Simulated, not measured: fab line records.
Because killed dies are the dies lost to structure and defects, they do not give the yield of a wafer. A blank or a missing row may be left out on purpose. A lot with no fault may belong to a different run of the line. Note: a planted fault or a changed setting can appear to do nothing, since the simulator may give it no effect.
Struck lot and sound lot, side by side || flow n5-finfet || 37 out of 1938 route steps
Sound: wafers L314.3, L314.5, L314.6. Struck: wafer L322.2 (left out: L322.3, L322.5 of the same lot, which were not struck); the cause appears at the end.
For every step that has rows: the tool of each side, followed by ch and its chambers, followed by its first start. Under that, the readings that differ: sound wafers || struck wafers || difference of the means || sigmas: that difference in standard deviations of wafers without a fault.
alike: readings whose means differ by less than 2 such deviations, and words and numbers that are the same on both sides. not compared: withheld readings, readings that some wafer has no value for, bounds like >300 that may hide the same value, and numbers for which the record gives no deviation and whose values overlap.
A row with sigmas, a row that says differs or no value, or rows on one side alone: a step with any of these is where the two part. Non-overlapping numbers with no deviation appear without sigmas and do not part them. A reading missing from all wafers of one side parts the sides only when that side holds two or more wafers.

first, 9 steps without rows for these wafers: N5_BEOL_M7_DESCUM_33 (chemistry O2, time 7 s); N5_BEOL_M7_ETCH_72 (etches underlayer in N2/H2, target depth 6.5 nm, time 5.2 s); N5_BEOL_M7_ETCH_65 (etches SiARC in CF4, target depth 15.6 nm, time 26 s); N5_BEOL_M7_ETCH_66 (etches SOC in N2/H2, target depth 80 nm, overetch 16 nm, time 120 s); N5_BEOL_M7_STRIP_69 (strips in N2/H2); N5_BEOL_M7_STRIP_73 (strips in N2/H2); N5_BEOL_M7_VIA_ETCH_34 (etches SiCOH lowk in C4F6/O2, target depth 125.5 nm, time 50.5 s); N5_BEOL_M7_STRIP_76 (strips in C4F6/O2); N5_BEOL_M7_STRIP_36 (strips in N2/H2).
N5_BEOL_M7_TRENCH_ETCH_37: etches SiCOH lowk in C4F6/O2, target depth 93.478 nm, time 31.2 s.
  sound on rie-diel-02 ch 1,2,3, day 15 00:24; struck on rie-diel-02 ch 2, day 17 10:51
{"reading": "rf-fwd-power-W (W)", "sound": "342.3 341.8 340.8", "struck": 258.8, "difference": -82.8, "sigmas": -46}
{"reading": "rf-vpp-V (V)", "sound": "660 666 670", "struck": 765, "difference": "+100", "sigmas": "+16"}
{"reading": "throttle-valve-pct (%)", "sound": "20.81 21.44 20.74", "struck": 21.43, "difference": "+0.43", "sigmas": "+2"}
{"reading": "model.BEOL_M7.feature-depth-nm (nm)", "sound": "92.8 93.6 93", "struck": 83.6, "difference": -9.5, "sigmas": ""}
{"reading": "model.etch.depth-nm (nm)", "sound": "92.89 93.51 92.94", "struck": 83.66, "difference": -9.45, "sigmas": ""}
  alike: drypump-motor-current-A, oes-product-au, showerhead-plenum-p-Torr
  not compared: rf-hours-counter-h
then, 2 steps without rows for these wafers: N5_BEOL_M7_ETCH_41 (etches SiCN in CH3F/O2, target depth 31.9 nm, time 57.8 s); N5_BEOL_M7_STRIP_80 (strips in N2/H2, time 10 s).
N5_BEOL_M7_OCD_MEAS_38:
  sound on ocd-02, day 15 00:34; struck on ocd-02, day 17 11:01
{"reading": "trench-depth-nm (nm)", "sound": "93.0 93.0 93.1", "struck": 84.0, "difference": -9.0, "sigmas": -9}
then, 13 steps without rows for these wafers: N5_BEOL_M7_HM_STRIP_39 (strips TiN in peroxide tin strip, target depth 25 nm, time 158 s); N5_BEOL_M7_SRD_40 (time 30 s); N5_BEOL_M7_PRECLEAN_42 (cleans in residue remover, time 60 s); N5_BEOL_M7_SRD_43 (time 30 s); N5_BEOL_M7_CURE_75 (cures SiCOH lowk, time 120 s); N5_BEOL_M7_DEGAS_44 (time 60 s); N5_BEOL_M7_PRE_CLEAN_45 (time 30 s); N5_BEOL_M7_ALD_77 (deposits TaN, target thk 2 nm, pulse time 2 s, purge time 3 s); N5_BEOL_M7_SURFACE_TREAT_79; N5_BEOL_M7_CVD_78 (deposits Co from CCTBA/H2, target thk 2 nm, time 142.3 s); N5_BEOL_M7_SPUTTER_48 (material Cu, target thk 10 nm, time 1.667 s); N5_BEOL_M7_ECD_50 (material Cu, target thk 300 nm); N5_BEOL_M7_ANNEAL_51 (time 90 s).
N5_BEOL_M7_CMP_52: polishes, stops on SiCOH lowk, t overpolish 6.9 s, target thk 80 nm.
  sound on cmp-01 ch 0,1,2, day 15 02:29; struck on cmp-03 ch 1, day 17 14:49
{"reading": "model.Cu_of_BEOL_M7_ECD_50.thk-nm (nm)", "sound": "78.8 80.4 78.4", "struck": 69.6, "difference": -9.6, "sigmas": ""}
  alike: barrier-field-endpoint-s, edge-zone-pressure-frac, head-pressure-psi, motor-current-A, overpolish-run-s, slurry-filter-dp-kPa, time-to-endpoint-s
N5_BEOL_M7_THK_MEAS_53: measures by xrf.
  sound on film-metro-01, day 15 02:43; struck on film-metro-02, day 17 15:07
{"reading": "M7_THK (nm)", "sound": "78.4 80.3 78.0", "struck": 70.0, "difference": -8.9, "sigmas": -6}
then, 2 steps without rows for these wafers: N5_BEOL_M7_PRE_CLEAN_55 (time 15 s); N5_BEOL_M7_DEP_56 (deposits SiCN from 3MS/NH3, target thk 10 nm, time 17.5 s).
N5_BEOL_M7_RS_MEAS_57: measures by four-point-probe.
  sound on film-metro-01, day 15 02:50; struck on film-metro-01, day 17 15:14
{"reading": "M7_RS (ohm/sq)", "sound": "0.291 0.285 0.293", "struck": 0.337, "difference": "+0.047", "sigmas": "+8"}
then, 5 steps without rows for these wafers: N5_BEOL_M8_ILD_DEP_00 (deposits SiCOH lowk from DEMS/porogen, target thk 179.75 nm, time 33.4 s); N5_BEOL_M8_CURE_74 (cures SiCOH lowk, time 240 s); N5_BEOL_M8_PECVD_70 (deposits SiO2 from TEOS/O2, target thk 20 nm, time 22.7 s); N5_BEOL_M8_HM_DEP_02 (deposits TiN, target thk 20 nm); N5_BEOL_M8_COAT_59 (time 60 s, resist thk 100 nm).
-- record jumps: 3 days separate the struck wafers' starts on either side; left off in module BEOL_M8, taken up again in module BEOL_M15, whose first shown step is the route's number 1830 --
N5_BEOL_M15_RC_MEAS_101:
  sound on prober-01 ch 0, day 17 16:55; struck on prober-02 ch 0, day 20 08:19
{"reading": "COMB_M15 (S/m)", "sound": "1.8e-12 1.9e-12 1.9e-12", "struck": 5.2e-12, "difference": "+3.3e-12", "sigmas": "+4"}
{"reading": "COMB_M15_max_site (S/m)", "sound": "2.5e-12 2.8e-12 2.7e-12", "struck": 5.6e-12, "difference": "+2.9e-12", "sigmas": "+3"}
{"reading": "SERP_M10 (ohm/um)", "sound": "3.12 3.18 3.14", "struck": 2.93, "difference": -0.22, "sigmas": -4}
{"reading": "SERP_M11 (ohm/um)", "sound": "3.00 3.06 3.07", "struck": 3.18, "difference": "+0.14", "sigmas": "+3"}
{"reading": "SERP_M7 (ohm/um)", "sound": "13.8 13.6 13.9", "struck": 16.1, "difference": "+2.3", "sigmas": "+6"}
{"reading": "SERP_M7_max_site (ohm/um)", "sound": "14.3 13.9 14.3", "struck": 16.9, "difference": "+2.7", "sigmas": "+6"}
  alike: COMB_M10, COMB_M11, COMB_M11_max_site, COMB_M12, COMB_M13, COMB_M14, COMB_M5, COMB_M6, COMB_M7, COMB_M8, COMB_M9, SERP_M11_max_site, SERP_M12, SERP_M13, SERP_M14, SERP_M5, SERP_M6, SERP_M8, SERP_M9

## WHERE THEY PART
Earliest at N5_BEOL_M7_TRENCH_ETCH_37; latest, in this record, at N5_BEOL_M15_RC_MEAS_101.

WHY: what the simulator had put in
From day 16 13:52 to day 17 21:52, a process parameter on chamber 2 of rie-diel-02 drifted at N5_BEOL_M7_TRENCH_ETCH_37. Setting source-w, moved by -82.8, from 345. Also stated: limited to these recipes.
